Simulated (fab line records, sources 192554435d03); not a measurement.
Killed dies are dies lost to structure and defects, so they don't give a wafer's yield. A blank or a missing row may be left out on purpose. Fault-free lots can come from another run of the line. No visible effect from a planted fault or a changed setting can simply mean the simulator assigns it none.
A lot that was struck, set against a sound lot ; flow n5_finfet ; 23 out of 1938 route steps
Sound: the wafers L698.1, L698.3, L698.5. Struck: wafer L705.1 (L705.2, L705.4, from the same lot, were not struck and are left out); the cause is given at the end.
For every step that has rows: the tool of each side, followed by ch and its chambers, followed by its first start. Under that, the readings that differ: sound wafers ; struck wafers ; difference of the means ; sigmas: that difference in standard deviations of wafers without a fault.
alike: readings whose means differ by less than 2 such deviations, and words and numbers that are the same on both sides. not compared: withheld readings, readings that some wafer has no value for, bounds like >300 that may hide the same value, and numbers for which the record gives no deviation and whose values overlap.
A row with sigmas, a row that says differs or no value, or rows on one side alone: a step with any of these is where the two part. Non-overlapping numbers with no deviation appear without sigmas and do not part them. A reading missing from all wafers of one side parts the sides only when that side holds two or more wafers.

first, 3 steps without rows for these wafers: N5_PMOS_HMC_CHANNEL_EPI_EXPOSE_06 (exposes mask PMOS HMC BLK, target cd 240 nm); N5_PMOS_HMC_CHANNEL_EPI_PEB_07 (peb time 60 s); N5_PMOS_HMC_CHANNEL_EPI_DEVELOP_08 (develop time 30 s).
N5_PMOS_HMC_CHANNEL_EPI_CD_MEAS_09: the cd target is 237.4 nm.
  sound on cd_sem-03 ch 0, day 1 23:14; struck on cd_sem-02 ch 0, day 3 17:05
  alike: cd_nm
N5_PMOS_HMC_CHANNEL_EPI_OVL_MEAS_10:
  sound on overlay-02 ch 0, day 1 23:16; struck on overlay-02 ch 0, day 3 17:07
  alike: PMOS_HMC_BLK_OVL
N5_PMOS_HMC_CHANNEL_EPI_INSPECT_11: inspects for defects (macro).
  sound: defect_inspect-02 at day 1 23:17; struck: defect_inspect-02 at day 3 17:08
  alike: raw_defect_count
N5_PMOS_HMC_CHANNEL_EPI_DESCUM_14: chemistry O2, time 7.9 s.
  sound on rie_diel-03 ch 0,3, day 1 23:20; struck on rie_diel-01 ch 0, day 3 17:10
  alike: drypump_motor_current_A, oes_product_au, rf_vpp_V, showerhead_plenum_p_Torr, temp_c, throttle_valve_pct
  not compared: rf_hours_counter_h
N5_PMOS_HMC_CHANNEL_EPI_ETCH_32: etches BARC in N2/H2, stops on SiO2, target depth 85.8 nm, time 50.3 s.
  sound on rie_diel-03 ch 0,3, day 1 23:22; struck on rie_diel-01 ch 0, day 3 17:13
reading;sound;struck;difference;sigmas
drypump_motor_current_A (A);5.4 5.5 5.6;6.7;+1.2;+2
  alike: oes_product_au, rf_vpp_V, showerhead_plenum_p_Torr, throttle_valve_pct
  not compared: rf_hours_counter_h
then, 1 step without rows for these wafers: N5_PMOS_HMC_CHANNEL_EPI_HM_OPEN_15 (chemistry CHF3/O2, target SiO2, target depth 40.6 nm, time 20.3 s).
N5_PMOS_HMC_CHANNEL_EPI_STRIP_33: strips in N2/H2.
  sound on rie_diel-03 ch 0,3, day 1 23:28; struck on rie_diel-01 ch 0, day 3 17:18
reading;sound;struck;difference;sigmas
rf_vpp_V (V);57.2 55.4 53.3;51.0;-4.3;-3
  alike: drypump_motor_current_A, oes_product_au, showerhead_plenum_p_Torr, temp_c, throttle_valve_pct
  not compared: rf_hours_counter_h
then, 1 step without rows for these wafers: N5_PMOS_HMC_CHANNEL_EPI_STRIP_17 (strips in SPM, time 750 s).
N5_PMOS_HMC_CHANNEL_EPI_ETCH_38: etches SiO2 in CF4, target depth 1.5 nm.
  sound on rie_si-06 ch 0,2,3, day 1 23:46; struck on rie_si-06 ch 2, day 3 17:37
  alike: drypump_motor_current_A, oes_product_au, throttle_valve_pct
  not compared: rf_hours_counter_h
N5_PMOS_HMC_CHANNEL_EPI_FIN_RECESS_16: chemistry HBr/Cl2, target Si, target depth 54 nm, time 18 s.
  sound on rie_si-06 ch 0,2,3, day 1 23:47; struck on rie_si-06 ch 2, day 3 17:38
reading;sound;struck;difference;sigmas
model.PMOS_HMC_CHANNEL_EPI.feature_depth_nm (nm);54.11 54.31 53.99;58.51;+4.37;
model.etch.depth_nm (nm);54.11 54.31 53.99;58.51;+4.37;
  alike: HBr_flow_sccm, drypump_motor_current_A, oes_product_au, throttle_valve_pct
  not compared: rf_hours_counter_h
then, 6 steps without rows for these wafers: N5_PMOS_HMC_CHANNEL_EPI_PRECLEAN_36 (cleans in O3/DIW, time 45 s); N5_PMOS_HMC_CHANNEL_EPI_PRECLEAN_18 (cleans in DHF, time 30 s); N5_PMOS_HMC_CHANNEL_EPI_SRD_19 (time 30 s); N5_PMOS_HMC_CHANNEL_EPI_EPI_20 (deposits SiGe30, target thk 59 nm); N5_PMOS_HMC_CHANNEL_EPI_HM_STRIP_35 (strips SiO2 in dHF, material SiO2, target depth 39.6 nm, time 216 s); N5_PMOS_HMC_CHANNEL_EPI_SRD_39 (time 30 s).
N5_PMOS_HMC_CHANNEL_EPI_CMP_21: polishes SiGe30, target thk 54 nm.
  sound on cmp-03 ch 1,2, day 2 01:41; struck on cmp-02 ch 2, day 3 19:33
reading;sound;struck;difference;sigmas
retaining_ring_pressure_frac;1.005 0.999 1.006;0.992;-0.011;-2
  alike: motor_current_A
N5_PMOS_HMC_CHANNEL_EPI_THK_MEAS_22:
  sound: film_metro-01 at day 2 01:59; struck: film_metro-02 at day 3 19:51
reading;sound;struck;difference;sigmas
HMC_CMP_THK (nm);54.1 54.2 54.0;58.4;+4.3;+8
then, 2 steps without rows for these wafers: N5_PMOS_HMC_CHANNEL_EPI_PRECLEAN_40 (cleans in DHF, time 30 s); N5_PASSIVATION_PROBE_49.

## WHERE THEY PART
Last at N5_PMOS_HMC_CHANNEL_EPI_THK_MEAS_22 as far as this record goes, first at N5_PMOS_HMC_CHANNEL_EPI_ETCH_32.

WHY: what the simulator had put in
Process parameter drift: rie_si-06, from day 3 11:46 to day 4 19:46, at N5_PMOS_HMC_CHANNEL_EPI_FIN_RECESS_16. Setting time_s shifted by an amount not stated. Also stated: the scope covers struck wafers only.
